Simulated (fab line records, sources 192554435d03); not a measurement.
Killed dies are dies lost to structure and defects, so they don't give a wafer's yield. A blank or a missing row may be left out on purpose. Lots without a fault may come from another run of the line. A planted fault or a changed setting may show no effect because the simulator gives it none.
Chamber matching | flow n5_finfet | N5_FIN_CUT_STRIP_24 on rie_diel-03: 4 sister chambers
The step strips in CF4. 14 wafers are shown with their chamber, then 7 later ones without.

WAFERS WITH THEIR CHAMBER
wafer  | chamber | throttle_valve_pct (%) | drypump_motor_current_A (A) | showerhead_plenum_p_Torr (Torr)
L075.1 | 0       | 13.34                  | 5.6                         | 1.82
L075.2 | 2       | 13.85                  | 4.8                         | 1.85
L075.4 | 1       | 13.31                  | 5.4                         | 1.81
L077.1 | 1       | 13.33                  | 5.4                         | 1.81
L077.5 | 1       | 13.34                  | 5.4                         | 1.81
L077.6 | 0       | 13.35                  | 5.5                         | 1.82
L078.1 | 0       | 13.36                  | 5.5                         | 1.82
L078.2 | 3       | 13.54                  | 5.3                         | 1.79
L078.3 | 1       | 13.35                  | 5.4                         | 1.81
L086.2 | 0       | 13.39                  | 5.5                         | 1.81
L086.5 | 2       | 13.92                  | 4.8                         | 1.84
L086.6 | 1       | 13.38                  | 5.4                         | 1.81
L087.3 | 2       | 13.89                  | 4.9                         | 1.84
L087.5 | 0       | 13.39                  | 5.5                         | 1.81

SIGNATURES (means of the wafers above)
reading                  | chamber 0 | chamber 1 | chamber 2 | chamber 3 | scatter within a chamber
throttle_valve_pct       | 13.3660   | 13.3420   | 13.8867   | 13.5400   | 0.027
drypump_motor_current_A  | 5.520     | 5.400     | 4.833     | 5.300     | 0.0383
showerhead_plenum_p_Torr | 1.8160    | 1.8100    | 1.8433    | 1.7900    | 0.00432
Rule: a wafer's distance from a chamber is the root of the sum, over the readings, of the square of ((its reading less the chamber's mean) divided by the reading's scatter). The wafer belongs to the nearest chamber; if the next one is less than 2 further off, it can't be placed. The scatter: the root of (the sum of the squares of (reading less its chamber's mean) over the shown wafers, divided by (wafers less chambers)).

WAFERS WITHOUT THEIR CHAMBER
wafer  | throttle_valve_pct (%) | drypump_motor_current_A (A) | showerhead_plenum_p_Torr (Torr)
L087.6 | 13.37                  | 5.4                         | 1.81
L089.1 | 13.89                  | 4.8                         | 1.84
L089.3 | 13.59                  | 5.3                         | 1.79
L089.6 | 13.58                  | 5.3                         | 1.79
L091.1 | 13.40                  | 5.5                         | 1.81
L091.5 | 13.38                  | 5.4                         | 1.81
L091.6 | 13.40                  | 5.5                         | 1.81

WHICH CHAMBER EACH WENT THROUGH
wafer  | from the rows above     | in truth
L087.6 | 1                       | 1
L089.1 | 2                       | 2
L089.3 | 3                       | 3
L089.6 | 3                       | 3
L091.1 | can't be placed: 0 or 1 | 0
L091.5 | 1                       | 1
L091.6 | can't be placed: 0 or 1 | 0
Placed correctly: 5 of 7. Can't be placed from these rows: 2 (the true chamber is among the candidates in 2). Placed wrongly: 0.
